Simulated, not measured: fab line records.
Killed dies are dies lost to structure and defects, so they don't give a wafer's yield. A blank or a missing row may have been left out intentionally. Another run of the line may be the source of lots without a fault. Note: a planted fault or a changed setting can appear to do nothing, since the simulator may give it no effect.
Chamber matching || flow n5 finfet || N5_FIN_CUT_STRIP_24 on rie diel-01: 4 sister chambers
The step strips in CF4. 18 wafers are shown with their chamber, then 9 later ones without.

WAFERS, EACH WITH ITS CHAMBER
{"wafer": "L074.1", "chamber": 2, "drypump motor current A (A)": 6.8, "showerhead plenum p Torr (Torr)": 1.77, "throttle valve pct (%)": 13.23}
{"wafer": "L074.3", "chamber": 3, "drypump motor current A (A)": 6.3, "showerhead plenum p Torr (Torr)": 1.79, "throttle valve pct (%)": 13.26}
{"wafer": "L074.5", "chamber": 2, "drypump motor current A (A)": 6.8, "showerhead plenum p Torr (Torr)": 1.77, "throttle valve pct (%)": 13.25}
{"wafer": "L078.4", "chamber": 2, "drypump motor current A (A)": 6.8, "showerhead plenum p Torr (Torr)": 1.76, "throttle valve pct (%)": 13.25}
{"wafer": "L078.5", "chamber": 1, "drypump motor current A (A)": 6.3, "showerhead plenum p Torr (Torr)": 1.82, "throttle valve pct (%)": 13.39}
{"wafer": "L078.6", "chamber": 3, "drypump motor current A (A)": 6.3, "showerhead plenum p Torr (Torr)": 1.79, "throttle valve pct (%)": 13.30}
{"wafer": "L079.1", "chamber": 1, "drypump motor current A (A)": 6.4, "showerhead plenum p Torr (Torr)": 1.82, "throttle valve pct (%)": 13.40}
{"wafer": "L079.3", "chamber": 3, "drypump motor current A (A)": 6.3, "showerhead plenum p Torr (Torr)": 1.79, "throttle valve pct (%)": 13.30}
{"wafer": "L079.5", "chamber": 3, "drypump motor current A (A)": 6.3, "showerhead plenum p Torr (Torr)": 1.79, "throttle valve pct (%)": 13.30}
{"wafer": "L081.1", "chamber": 3, "drypump motor current A (A)": 6.2, "showerhead plenum p Torr (Torr)": 1.79, "throttle valve pct (%)": 13.30}
{"wafer": "L081.4", "chamber": 0, "drypump motor current A (A)": 5.1, "showerhead plenum p Torr (Torr)": 1.77, "throttle valve pct (%)": 13.14}
{"wafer": "L081.5", "chamber": 0, "drypump motor current A (A)": 5.1, "showerhead plenum p Torr (Torr)": 1.77, "throttle valve pct (%)": 13.12}
{"wafer": "L083.1", "chamber": 1, "drypump motor current A (A)": 6.3, "showerhead plenum p Torr (Torr)": 1.82, "throttle valve pct (%)": 13.43}
{"wafer": "L083.3", "chamber": 3, "drypump motor current A (A)": 6.3, "showerhead plenum p Torr (Torr)": 1.79, "throttle valve pct (%)": 13.30}
{"wafer": "L083.4", "chamber": 2, "drypump motor current A (A)": 6.8, "showerhead plenum p Torr (Torr)": 1.76, "throttle valve pct (%)": 13.28}
{"wafer": "L090.2", "chamber": 3, "drypump motor current A (A)": 6.3, "showerhead plenum p Torr (Torr)": 1.78, "throttle valve pct (%)": 13.32}
{"wafer": "L090.3", "chamber": 0, "drypump motor current A (A)": 5.1, "showerhead plenum p Torr (Torr)": 1.76, "throttle valve pct (%)": 13.18}
{"wafer": "L090.5", "chamber": 0, "drypump motor current A (A)": 5.1, "showerhead plenum p Torr (Torr)": 1.76, "throttle valve pct (%)": 13.14}

SIGNATURES, as means of the wafers listed above
{"reading": "drypump motor current A", "chamber 0": 5.100, "chamber 1": 6.333, "chamber 2": 6.800, "chamber 3": 6.286, "scatter within a chamber": 0.033}
{"reading": "showerhead plenum p Torr", "chamber 0": 1.7650, "chamber 1": 1.8200, "chamber 2": 1.7650, "chamber 3": 1.7886, "scatter within a chamber": 0.00452}
{"reading": "throttle valve pct", "chamber 0": 13.1450, "chamber 1": 13.4067, "chamber 2": 13.2525, "chamber 3": 13.2971, "scatter within a chamber": 0.0207}
Rule: distance of a wafer from a chamber = root of the sum over the readings of ((wafer's reading minus chamber's mean) / reading's scatter) squared. The wafer belongs to the nearest chamber; if the next one is less than 2 further off, it can't be placed. How the scatter is found: for the shown wafers, subtract from each reading the mean of its chamber, square and add these, divide the total by (wafers less chambers), then take the root.

WAFERS WHOSE CHAMBER IS MISSING
{"wafer": "L092.2", "drypump motor current A (A)": 6.8, "showerhead plenum p Torr (Torr)": 1.76, "throttle valve pct (%)": 13.31}
{"wafer": "L092.4", "drypump motor current A (A)": 6.3, "showerhead plenum p Torr (Torr)": 1.78, "throttle valve pct (%)": 13.36}
{"wafer": "L092.5", "drypump motor current A (A)": 6.8, "showerhead plenum p Torr (Torr)": 1.76, "throttle valve pct (%)": 13.31}
{"wafer": "L094.2", "drypump motor current A (A)": 5.1, "showerhead plenum p Torr (Torr)": 1.76, "throttle valve pct (%)": 13.19}
{"wafer": "L094.3", "drypump motor current A (A)": 6.3, "showerhead plenum p Torr (Torr)": 1.81, "throttle valve pct (%)": 13.47}
{"wafer": "L094.5", "drypump motor current A (A)": 6.2, "showerhead plenum p Torr (Torr)": 1.78, "throttle valve pct (%)": 13.35}
{"wafer": "L097.3", "drypump motor current A (A)": 6.8, "showerhead plenum p Torr (Torr)": 1.75, "throttle valve pct (%)": 13.34}
{"wafer": "L097.4", "drypump motor current A (A)": 6.8, "showerhead plenum p Torr (Torr)": 1.75, "throttle valve pct (%)": 13.36}
{"wafer": "L097.6", "drypump motor current A (A)": 5.1, "showerhead plenum p Torr (Torr)": 1.76, "throttle valve pct (%)": 13.21}

CHAMBER TAKEN BY EACH
{"wafer": "L092.2", "from the rows above": 2, "in truth": 2}
{"wafer": "L092.4", "from the rows above": 3, "in truth": 3}
{"wafer": "L092.5", "from the rows above": 2, "in truth": 2}
{"wafer": "L094.2", "from the rows above": 0, "in truth": 0}
{"wafer": "L094.3", "from the rows above": 1, "in truth": 1}
{"wafer": "L094.5", "from the rows above": 3, "in truth": 3}
{"wafer": "L097.3", "from the rows above": 2, "in truth": 2}
{"wafer": "L097.4", "from the rows above": 2, "in truth": 2}
{"wafer": "L097.6", "from the rows above": 0, "in truth": 0}
9 of 9 placed correctly. From these rows, 0 cannot be placed. 0 placed wrongly.
